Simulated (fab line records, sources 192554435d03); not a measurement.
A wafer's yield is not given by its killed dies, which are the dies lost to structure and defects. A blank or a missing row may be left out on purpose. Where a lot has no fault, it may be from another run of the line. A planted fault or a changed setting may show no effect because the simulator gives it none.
Matching of chambers -- flow n5Finfet -- N5_BEOL_M7_ETCH_62 on rieDiel-02: 4 sister chambers
The step etches SOC in N2/H2, target depth 110 nm, overetch 22 nm, time 165 s. 18 wafers are shown with their chamber, then 9 later ones without.

WAFERS PAIRED WITH THEIR CHAMBERS
wafer,chamber,showerheadPlenumPTorr (Torr),throttleValvePct (%),rfVppV (V)
L077.1,0,2.51,17.66,522.4
L077.2,1,2.42,17.46,521.8
L077.5,3,2.66,18.06,526.8
L080.1,3,2.66,18.06,527.1
L080.2,2,2.50,17.95,523.7
L080.4,0,2.51,17.66,523.3
L081.2,1,2.42,17.48,520.4
L081.3,3,2.66,18.05,527.5
L081.6,2,2.50,17.94,522.7
L084.2,2,2.50,17.97,522.7
L084.4,3,2.66,18.04,525.1
L084.5,1,2.41,17.49,518.5
L085.1,2,2.50,17.94,522.6
L085.3,0,2.51,17.69,522.0
L085.5,2,2.50,17.95,522.7
L087.1,2,2.50,17.97,522.5
L087.4,1,2.41,17.49,518.8
L087.5,1,2.41,17.48,520.6

SIGNATURES, as means of the wafers listed above
reading,chamber 0,chamber 1,chamber 2,chamber 3,scatter within a chamber
showerheadPlenumPTorr,2.5100,2.4140,2.5000,2.6600,0.00293
throttleValvePct,17.6700,17.4800,17.9533,18.0525,0.0131
rfVppV,522.567,520.020,522.817,526.625,0.951
Rule: a wafer's distance from a chamber is the root of the sum, over the readings, of the square of ((its reading less the chamber's mean) divided by the reading's scatter). If the next closest chamber is less than 2 further off than the closest, the wafer can't be placed; otherwise it belongs to the closest. The scatter: the root of (the sum of the squares of (reading less its chamber's mean) over the shown wafers, divided by (wafers less chambers)).

WAFERS MISSING THEIR CHAMBER
wafer,showerheadPlenumPTorr (Torr),throttleValvePct (%),rfVppV (V)
L091.2,2.41,17.50,521.0
L091.3,2.65,18.08,526.3
L091.5,2.50,17.71,522.9
L090.4,2.41,17.50,521.3
L090.5,2.50,17.70,522.6
L090.6,2.41,17.51,520.9
L095.1,2.41,17.51,520.5
L095.3,2.49,17.97,521.9
L095.5,2.65,18.09,526.8

THE CHAMBER EACH PASSED THROUGH
wafer,from the rows above,in truth
L091.2,1,1
L091.3,3,3
L091.5,0,0
L090.4,1,1
L090.5,0,0
L090.6,1,1
L095.1,1,1
L095.3,2,2
L095.5,3,3
Placed correctly: 9 of 9. Number that these rows cannot place: 0. 0 placed wrongly.
